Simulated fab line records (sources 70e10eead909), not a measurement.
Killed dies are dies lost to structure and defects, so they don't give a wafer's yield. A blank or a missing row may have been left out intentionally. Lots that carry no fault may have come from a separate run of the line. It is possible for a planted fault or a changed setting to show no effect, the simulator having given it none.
Struck lot and sound lot, side by side + flow nand_harc + 12 steps out of a route of 1302
Sound: these wafers, L627.4, L627.5, L627.6. Struck: wafers L624.1, L624.5, L624.6. The cause comes at the end.
Each step with rows lists, per side, the tool, then ch with its chambers, then its first start. Under that, the readings that differ: sound wafers + struck wafers + difference of the means + sigmas: that difference in standard deviations of wafers without a fault.
alike: readings with means less than 2 such deviations apart, plus words and numbers identical on both sides. not compared: withheld readings, readings lacking a value on some wafer, bounds such as >300 that could conceal the same value, and numbers that have no deviation in the record and whose values overlap.
Wherever a step has rows on one side only, a row that says differs or no value, or a row with sigmas, the two part there. When numbers do not overlap yet have no deviation, they are printed without sigmas and do not part them. A reading missing from all wafers of one side parts the sides only when that side holds two or more wafers.

first, 2 steps without rows for these wafers: NHARC_A_STAIRCASE_PRECLEAN_448 (cleans in SC1); NHARC_A_STAIRCASE_SRD_449.
NHARC_A_STAIRCASE_CMP_450: polishes SiO2, target thk 200 nm.
  sound on cmp-01 ch 0,2,3, day 28 04:35; struck on cmp-01 ch 0,1,2, day 27 07:29
  alike: edge_zone_pressure_frac, motor_current_A, retaining_ring_pressure_frac, slurry_filter_dp_kPa
  not compared: pad_life_wafers
NHARC_A_STAIRCASE_CMP_152: polishes.
  sound on cmp-01 ch 0,2,3, day 28 04:40; struck on cmp-01 ch 0,1,2, day 27 07:33
  alike: edge_zone_pressure_frac, motor_current_A, retaining_ring_pressure_frac, slurry_filter_dp_kPa
  not compared: pad_life_wafers
then, 2 steps without rows for these wafers: NHARC_A_STAIRCASE_SRD_154; NHARC_A_STAIRCASE_ETCH_403 (etches SiO2 in dHF, target depth 108.2 nm).
NHARC_A_STAIRCASE_ETCHBACK_422: etches the open film in CH3F/O2, target depth 40 nm, time 74.286 s.
  sound on rie_diel-04 ch 0,1,2, day 28 05:08; struck on rie_diel-08 ch 0,3, day 27 08:00
  alike: drypump_motor_current_A, oes_product_au, rf_vpp_V, showerhead_plenum_p_Torr, throttle_valve_pct
  not compared: rf_hours_counter_h
then, 2 steps without rows for these wafers: NHARC_A_STAIRCASE_ETCH_423 (etches SiO2 in dHF, target depth 30 nm); NHARC_A_STAIRCASE_ETCHBACK_157 (etches the open film in CH3F/O2, target depth 90 nm, time 167.14 s).
NHARC_A_STAIRCASE_STRIP_475: strips in O2, time 20 s.
  sound: rie_diel-04 ch 0,1,3; struck: rie_diel-01 ch 0,1,2
  alike: drypump_motor_current_A, oes_product_au, rf_vpp_V, showerhead_plenum_p_Torr, throttle_valve_pct
  not compared: rf_hours_counter_h
NHARC_A_STAIRCASE_DEP_471: deposits SiO2, target thk 100 nm.
  sound on pecvd-03 ch 0,1,2, day 28 05:50; struck on pecvd-02 ch 1,2, day 27 08:40
  alike: heater_power_w, throttle_valve_pct
NHARC_A_STAIRCASE_CMP_472: polishes SiO2.
  sound on cmp-01 ch 0,2,3, day 28 06:05; struck on cmp-02 ch 0,1, day 27 09:00
  no value came back on the struck wafers for edge_zone_pressure_frac, motor_current_A (A), retaining_ring_pressure_frac, slurry_filter_dp_kPa (kPa); on the sound wafers edge_zone_pressure_frac reads 1.001 0.999 1.005
  not compared: pad_life_wafers

== WHERE THEY PART ==
NHARC_A_STAIRCASE_CMP_472 only, going by this record.

WHY: what had been put in by the simulator
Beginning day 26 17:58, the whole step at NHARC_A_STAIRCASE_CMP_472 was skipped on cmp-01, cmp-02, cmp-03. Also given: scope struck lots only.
